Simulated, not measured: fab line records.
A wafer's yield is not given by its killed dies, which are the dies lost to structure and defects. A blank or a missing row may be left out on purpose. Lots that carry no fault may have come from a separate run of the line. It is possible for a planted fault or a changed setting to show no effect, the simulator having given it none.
Struck lot and sound lot, side by side ; flow n5 finfet ; 18 out of 1938 route steps
Sound: the wafers L998.1, L998.2, L998.5. Struck: wafer L110.6 (L110.1, L110.5, from the same lot, were not struck and are left out); the cause is given at the end.
Order at every step that has rows: each side's tool, ch and its chambers, its first start. Under that, the readings that differ: sound wafers ; struck wafers ; difference of the means ; sigmas: that difference in standard deviations of wafers without a fault.
alike: a reading whose means differ by less than 2 such deviations, as well as words and numbers matching on both sides. not compared: withheld readings; readings where some wafer has no value; bounds like >300 that might hide an equal value; numbers whose values overlap and for which the record gives no deviation.
The two part at a step that has a row with sigmas, a row that says differs or no value, or rows on one side only. Numbers that have no deviation but don't overlap get no sigmas and don't part them. Lack of a reading on every wafer of one side parts them only where that side has two or more wafers.

N5_BEOL_M15_ETCH_61: etches BARC in N2/H2, target depth 89 nm, overetch 26.7 nm, time 67.9 s.
  sound on rie diel-05 ch 2,3, day 11 08:22; struck on rie diel-04 ch 1, day 15 04:00
  alike: bias w, chamber pressure mTorr, drypump motor current A, n2 flow sccm, oes product au, rf vpp V, showerhead plenum p Torr, throttle valve pct
  not compared: rf hours counter h
then, 2 steps without rows for these wafers: N5_BEOL_M15_TRENCH_ETCH_34 (etches SiO2 in C4F8/O2/Ar, target depth 872.93 nm, time 199 s); N5_BEOL_M15_STRIP_36 (strips in O2).
N5_BEOL_M15_STRIP_62: strips in O2.
  sound: rie diel-05 ch 0,3; struck: rie diel-04 ch 1
reading;sound;struck;difference;sigmas
drypump motor current A (A);5.0 5.8 5.0;6.4;+1.1;+3
  alike: chamber pressure mTorr, oes product au, rf vpp V, showerhead plenum p Torr, throttle valve pct
  not compared: rf hours counter h
N5_BEOL_M15_STRIP_37: strips in O2.
  sound: rie diel-05 ch 0,3; struck: rie diel-04 ch 1
reading;sound;struck;difference;sigmas
drypump motor current A (A);5.0 5.8 5.0;6.4;+1.1;+3
  alike: chamber pressure mTorr, oes product au, rf vpp V, showerhead plenum p Torr, throttle valve pct
  not compared: rf hours counter h
N5_BEOL_M15_ETCH_38: etches SiCN in CF4/N2, target depth 106.4 nm, time 120.5 s.
  sound: rie diel-05 ch 0,3; struck: rie diel-04 ch 1
reading;sound;struck;difference;sigmas
drypump motor current A (A);5.0 5.9 5.0;6.4;+1.1;+3
  alike: bias w, cf4 flow sccm, chamber pressure mTorr, n2 flow sccm, oes product au, rf vpp V, showerhead plenum p Torr, throttle valve pct
  not compared: rf hours counter h
then, 5 steps without rows for these wafers: N5_BEOL_M15_PRECLEAN_39 (cleans in residue remover, time 60 s); N5_BEOL_M15_SRD_40 (time 30 s, dry time 30 s); N5_BEOL_M15_DEGAS_41 (time 60 s); N5_BEOL_M15_PRE_CLEAN_42 (time 30 s); N5_BEOL_M15_SPUTTER_43 (material TaN, target thk 15 nm, time 24.19 s).
N5_BEOL_M15_SPUTTER_44: material Ta, target thk 15 nm, time 24.19 s.
  sound: pvd sputter-03 at day 11 10:53; struck: pvd sputter-01 at day 15 05:15
reading;sound;struck;difference;sigmas
model.Ta_of_BEOL_M15_SPUTTER_44.thk nm (nm);14.6 14.8 15;11.6;-3.2;
  alike: chamber pressure pa, throttle valve pct
  not compared: susceptor temp C
then, 2 steps without rows for these wafers: N5_BEOL_M15_SPUTTER_45 (material Cu, target thk 100 nm, time 16.67 s); N5_BEOL_M15_ECD_47 (material Cu, target thk 1860 nm).
N5_BEOL_M15_ANNEAL_48: time 90 s.
  sound on rtp anneal-02 ch 0, day 11 11:22; struck on rtp anneal-02 ch 0, day 15 05:41
  alike: anneal temp c, wafer_temp_C_max
N5_BEOL_M15_CMP_49: polishes, stops on SiO2, t overpolish 4.9 s, target thk 850 nm.
  sound on cmp-03 ch 1,2,3, day 11 11:43; struck on cmp-03 ch 2, day 15 06:04
reading;sound;struck;difference;sigmas
barrier field endpoint s (s);10.8 11.2 11.5;10.1;-1.1;-3
  alike: edge zone pressure frac, motor current A
N5_BEOL_M15_THK_MEAS_50: measures by xrf.
  sound: film metro-02 at day 11 11:58; struck: film metro-01 at day 15 06:17
  alike: M15_THK
N5_PASSIVATION_PROBE_49:
  sound: prober-01 at day 12 02:26; struck: prober-02 at day 15 19:08
  alike: defect limited yield, killed_at_M0_to_M3, killed_at_M4_up, killed at contacts, killed at front end, killed at other, killed dies, killed open, killed short, sort_bin_4_leakage, sort_bin_5_function, sort_bin_6_memory, sort n pass, sort yield pct

WHERE THEY PART
Last at N5_BEOL_M15_CMP_49 as far as this record goes, first at N5_BEOL_M15_STRIP_62. Later steps at which nothing parts them and some readings are alike: N5_BEOL_M15_THK_MEAS_50, N5_PASSIVATION_PROBE_49.

WHY: what had been put in by the simulator
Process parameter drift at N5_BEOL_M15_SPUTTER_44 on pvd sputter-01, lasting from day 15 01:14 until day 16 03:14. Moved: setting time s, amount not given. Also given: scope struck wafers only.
